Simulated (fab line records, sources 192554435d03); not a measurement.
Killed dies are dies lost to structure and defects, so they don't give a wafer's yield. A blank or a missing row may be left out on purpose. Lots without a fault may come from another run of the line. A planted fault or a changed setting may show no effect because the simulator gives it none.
Which tool did it? | flow n5_finfet | 15 lots, 45 wafers sampled, at 5 steps of a route of 1938

WHAT THE GAUGES READ, wafer by wafer
N5_BEOL_M5_CD_MEAS_18: pitch 56 nm, target cd 28 nm.
lot  | measured     | on        | cd_nm (nm)
L130 | day 8 02:41  | cd_sem-01 | 28.47 28.00 28.39
L133 | day 8 07:56  | cd_sem-03 | 28.32 28.08 27.81
L131 | day 8 08:07  | cd_sem-01 | 27.98 28.16 27.58
L132 | day 8 12:58  | cd_sem-03 | 27.72 28.08 28.35
L137 | day 9 19:58  | cd_sem-01 | 27.98 27.58 28.12
L140 | day 10 02:24 | cd_sem-02 | - - -
L141 | day 10 21:48 | cd_sem-03 | - - -
L142 | day 11 00:16 | cd_sem-01 | - - -
L146 | day 11 20:32 | cd_sem-02 | 28.13 27.87 28.05
L145 | day 12 03:10 | cd_sem-02 | 27.80 27.96 28.20
L148 | day 12 11:28 | cd_sem-02 | 28.09 27.97 28.14
L149 | day 12 20:16 | cd_sem-01 | 27.45 28.09 28.00
L150 | day 13 03:07 | cd_sem-02 | 28.33 28.17 28.19
L151 | day 13 04:55 | cd_sem-02 | 28.12 27.96 27.76
L153 | day 13 21:42 | cd_sem-02 | 27.80 27.69 28.10

N5_BEOL_M5_OVL_MEAS_29.
lot  | measured     | on         | V4_OVL (nm)
L130 | day 8 05:17  | overlay-02 | -0.6 0.2 -0.1
L133 | day 8 09:45  | overlay-02 | -0.7 0.1 0.3
L131 | day 8 09:35  | overlay-02 | 0.3 0.5 0.6
L132 | day 8 15:37  | overlay-01 | -0.7 0.0 -0.5
L137 | day 9 20:20  | overlay-01 | -0.5 -0.5 -0.3
L146 | day 11 21:53 | overlay-02 | -1.3 -0.2 -0.1
L145 | day 12 04:07 | overlay-02 | -1.3 0.0 -1.3
L148 | day 12 13:03 | overlay-02 | -0.5 -1.3 -1.2
L149 | day 12 20:44 | overlay-02 | 0.6 -0.6 0.9
L150 | day 13 03:28 | overlay-01 | -0.2 -0.6 -0.1
L151 | day 13 08:38 | overlay-01 | 0.4 0.3 -0.7
L153 | day 13 23:43 | overlay-02 | 0.1 -0.9 0.0

WHICH TOOL RAN EACH LOT (tool, then ch and the chambers of the sampled wafers, then the start)
lot  | N5_BEOL_M4_ANNEAL_91         | N5_BEOL_M4_SPUTTER_92        | N5_BEOL_M5_HM_OPEN_17
L130 | pvd_sputter-03, day 7 22:25  | pvd_sputter-03, day 7 22:34  | rie_metal-03 ch 0,1, day 8 02:30
L133 | pvd_sputter-01, day 8 03:25  | pvd_sputter-01, day 8 03:33  | rie_metal-02 ch 0,1, day 8 07:43
L131 | pvd_sputter-03, day 8 03:31  | pvd_sputter-03, day 8 03:39  | rie_metal-03 ch 0,1, day 8 07:58
L132 | pvd_sputter-01, day 8 08:20  | pvd_sputter-01, day 8 08:28  | rie_metal-02 ch 0,1, day 8 12:47
L137 | pvd_sputter-03, day 9 11:50  | pvd_sputter-03, day 9 11:58  | rie_metal-01 ch 0, day 9 19:35
L140 | pvd_sputter-01, day 9 21:08  | pvd_sputter-01, day 9 21:16  | rie_metal-03 ch 0,1, day 10 02:14
L141 | pvd_sputter-02, day 10 16:13 | pvd_sputter-02, day 10 16:21 | rie_metal-03 ch 0,1, day 10 21:35
L142 | pvd_sputter-01, day 10 19:27 | pvd_sputter-01, day 10 19:35 | rie_metal-02 ch 0,1, day 11 00:01
L146 | pvd_sputter-01, day 11 13:57 | pvd_sputter-01, day 11 14:05 | rie_metal-03 ch 1, day 11 20:21
L145 | pvd_sputter-01, day 11 21:04 | pvd_sputter-01, day 11 21:13 | rie_metal-03 ch 0,1, day 12 02:59
L148 | pvd_sputter-02, day 12 05:25 | pvd_sputter-02, day 12 05:34 | rie_metal-02 ch 0,1, day 12 11:17
L149 | pvd_sputter-03, day 12 15:25 | pvd_sputter-03, day 12 15:33 | rie_metal-01 ch 0,1, day 12 20:01
L150 | pvd_sputter-02, day 12 20:48 | pvd_sputter-02, day 12 20:56 | rie_metal-03 ch 0,1, day 13 02:56
L151 | pvd_sputter-01, day 12 23:29 | pvd_sputter-01, day 12 23:37 | rie_metal-03 ch 0,1, day 13 04:37
L153 | pvd_sputter-02, day 13 16:42 | pvd_sputter-02, day 13 16:50 | rie_metal-01 ch 0,1, day 13 21:31
- N5_BEOL_M4_ANNEAL_91: time 240 s.
- N5_BEOL_M4_SPUTTER_92: material Cu, target thk 4.5 nm, time 8.29 s.
- N5_BEOL_M5_HM_OPEN_17: chemistry Cl2/BCl3, target TiN, target depth 20 nm, overetch 6 nm.

WHAT THE TOOLS THEMSELVES READ (means of the sampled wafers that have a number; where no wafer has one, the mark that the record gives instead)
N5_BEOL_M4_ANNEAL_91.
lot  | tool           | heater_power_w (W)
L130 | pvd_sputter-03 | 862
L133 | pvd_sputter-01 | 872
L131 | pvd_sputter-03 | 849
L132 | pvd_sputter-01 | 900
L137 | pvd_sputter-03 | 876
L140 | pvd_sputter-01 | 836
L141 | pvd_sputter-02 | 798
L142 | pvd_sputter-01 | 817
L146 | pvd_sputter-01 | 892
L145 | pvd_sputter-01 | 856
L148 | pvd_sputter-02 | 896
L149 | pvd_sputter-03 | 805
L150 | pvd_sputter-02 | 845
L151 | pvd_sputter-01 | 817
L153 | pvd_sputter-02 | 894

N5_BEOL_M4_SPUTTER_92.
lot  | tool           | chamber_pressure_pa (Pa) | throttle_valve_pct (%)
L130 | pvd_sputter-03 | 0.07                     | 29.8
L133 | pvd_sputter-01 | 0.07                     | 30.2
L131 | pvd_sputter-03 | 0.07                     | 30.1
L132 | pvd_sputter-01 | 0.07                     | 30.5
L137 | pvd_sputter-03 | 0.07                     | 29.7
L140 | pvd_sputter-01 | 0.07                     | 29.6
L141 | pvd_sputter-02 | 0.07                     | 29.5
L142 | pvd_sputter-01 | 0.07                     | 29.4
L146 | pvd_sputter-01 | 0.07                     | 30.1
L145 | pvd_sputter-01 | 0.07                     | 30.2
L148 | pvd_sputter-02 | 0.07                     | 29.8
L149 | pvd_sputter-03 | 0.07                     | 30.5
L150 | pvd_sputter-02 | 0.07                     | 29.1
L151 | pvd_sputter-01 | 0.07                     | 29.5
L153 | pvd_sputter-02 | 0.07                     | 29.2

N5_BEOL_M5_HM_OPEN_17.
lot  | tool         | bcl3_flow_sccm (sccm) | bias_w (W) | drypump_motor_current_A (A) | oes_product_au (a.u.) | throttle_valve_pct (%)
L130 | rie_metal-03 | 21.83                 | 126.0      | 5.6                         | 0.67                  | 22.14
L133 | rie_metal-02 | 21.77                 | 126.5      | 6.1                         | 0.70                  | 22.21
L131 | rie_metal-03 | 21.70                 | 125.8      | 5.4                         | 0.73                  | 22.17
L132 | rie_metal-02 | 21.75                 | 125.5      | 6.2                         | 0.70                  | 22.21
L137 | rie_metal-01 | 21.71                 | 126.1      | 6.2                         | 0.61                  | 22.00
L140 | rie_metal-03 | -                     | -          | -                           | -                     | -
L141 | rie_metal-03 | -                     | -          | -                           | -                     | -
L142 | rie_metal-02 | -                     | -          | -                           | -                     | -
L146 | rie_metal-03 | 21.75                 | 126.0      | 5.9                         | 0.60                  | 22.11
L145 | rie_metal-03 | 21.71                 | 126.0      | 5.4                         | 0.69                  | 22.21
L148 | rie_metal-02 | 21.76                 | 126.2      | 6.1                         | 0.68                  | 22.22
L149 | rie_metal-01 | 21.75                 | 126.2      | 5.6                         | 0.73                  | 22.05
L150 | rie_metal-03 | 21.69                 | 126.2      | 5.6                         | 0.64                  | 22.17
L151 | rie_metal-03 | 21.79                 | 125.9      | 5.6                         | 0.63                  | 22.18
L153 | rie_metal-01 | 21.73                 | 125.6      | 5.7                         | 0.72                  | 22.06

THE ANSWER, worked out from the rows above alone
Rule: what is usual is taken from the lots themselves. Put in order of their means at a reading, lots are off if they are a third of the lots or fewer, leave a main group of 4 or more, and stand apart from it by a gap of 3 or more times the standard deviation of the main group's means; of several such gaps the widest counts. A main group whose means are all the same, to the digits that the tables above print for the reading, isn't used. A lot without any number at a reading at which 4 lots or more have one is off too. The other lots that the step has rows for count as sound. The gauges are gone through in route order, then the tools' own readings, and for those a lot's mean is taken as printed above. The first step at which some lot is off is used, and at that step the reading that is off furthest; a lot without a number counts as furthest.
Off: L140, L141, L142, at N5_BEOL_M5_CD_MEAS_18 (cd_nm). Without a number there: L140, L141, L142. The main group: mean 28.01 nm, standard deviation 0.13.
A tool fits if, at a process step before that reading, it ran every lot that is off, and no sound lot after the first of them. The gauges at N5_BEOL_M5_CD_MEAS_18 aren't tried: what is off there is off at N5_BEOL_M5_HM_OPEN_17 too, on other tools, and a gauge's error can't cause that. None of those tried fits.

WHAT THE SIMULATOR HAD PUT IN
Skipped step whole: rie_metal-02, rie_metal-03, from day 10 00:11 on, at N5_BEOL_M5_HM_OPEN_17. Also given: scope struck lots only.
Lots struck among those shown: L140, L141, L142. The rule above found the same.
